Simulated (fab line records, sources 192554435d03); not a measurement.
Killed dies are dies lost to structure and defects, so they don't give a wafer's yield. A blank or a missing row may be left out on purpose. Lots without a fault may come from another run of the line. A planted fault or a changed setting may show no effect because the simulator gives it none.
Chamber matching | flow n5_finfet | N5_GATE_CUT_ETCH_58 on rie_diel-06: 4 sister chambers
The step etches SiNx in CH3F/O2, target depth 17 nm, time 128.6 s. 16 wafers are shown with their chamber, then 8 later ones without.

WAFERS WITH THEIR CHAMBER
wafer  | chamber | drypump_motor_current_A (A) | throttle_valve_pct (%) | showerhead_plenum_p_Torr (Torr)
L075.2 | 3       | 5.32                        | 16.43                  | 2.01
L075.4 | 0       | 5.08                        | 16.21                  | 2.10
L075.5 | 0       | 5.06                        | 16.21                  | 2.10
L076.1 | 2       | 5.88                        | 16.58                  | 1.99
L076.4 | 1       | 5.44                        | 16.57                  | 2.07
L076.5 | 3       | 5.35                        | 16.42                  | 2.01
L078.1 | 1       | 5.43                        | 16.58                  | 2.07
L078.2 | 2       | 5.89                        | 16.58                  | 1.99
L078.5 | 0       | 5.07                        | 16.21                  | 2.10
L079.2 | 2       | 5.91                        | 16.58                  | 1.99
L079.3 | 1       | 5.45                        | 16.57                  | 2.07
L079.6 | 0       | 5.09                        | 16.23                  | 2.09
L084.1 | 1       | 5.45                        | 16.58                  | 2.06
L084.4 | 1       | 5.44                        | 16.61                  | 2.07
L084.5 | 3       | 5.32                        | 16.46                  | 2.00
L085.1 | 1       | 5.46                        | 16.60                  | 2.06

SIGNATURES (means of the wafers above)
reading                  | chamber 0 | chamber 1 | chamber 2 | chamber 3 | scatter within a chamber
drypump_motor_current_A  | 5.0750    | 5.4450    | 5.8933    | 5.3300    | 0.0133
throttle_valve_pct       | 16.2150   | 16.5850   | 16.5800   | 16.4367   | 0.0145
showerhead_plenum_p_Torr | 2.0975    | 2.0667    | 1.9900    | 2.0067    | 0.00479
Rule: a wafer's distance from a chamber is the root of the sum, over the readings, of the square of ((its reading less the chamber's mean) divided by the reading's scatter). The wafer belongs to the nearest chamber; if the next one is less than 2 further off, it can't be placed. The scatter: the root of (the sum of the squares of (reading less its chamber's mean) over the shown wafers, divided by (wafers less chambers)).

WAFERS WITHOUT THEIR CHAMBER
wafer  | drypump_motor_current_A (A) | throttle_valve_pct (%) | showerhead_plenum_p_Torr (Torr)
L085.3 | 5.90                        | 16.60                  | 1.99
L085.6 | 5.92                        | 16.60                  | 1.99
L092.1 | 5.07                        | 16.27                  | 2.09
L092.2 | 5.35                        | 16.49                  | 1.99
L092.3 | 5.89                        | 16.61                  | 1.98
L095.2 | 5.04                        | 16.27                  | 2.08
L095.3 | 5.43                        | 16.12                  | 2.06
L095.6 | 5.92                        | 16.62                  | 1.98

WHICH CHAMBER EACH WENT THROUGH
wafer  | from the rows above | in truth
L085.3 | 2                   | 2
L085.6 | 2                   | 2
L092.1 | 0                   | 0
L092.2 | 3                   | 3
L092.3 | 2                   | 2
L095.2 | 0                   | 0
L095.3 | 3                   | 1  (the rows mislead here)
L095.6 | 2                   | 2
Placed correctly: 7 of 8. Can't be placed from these rows: 0. Placed wrongly: 1.
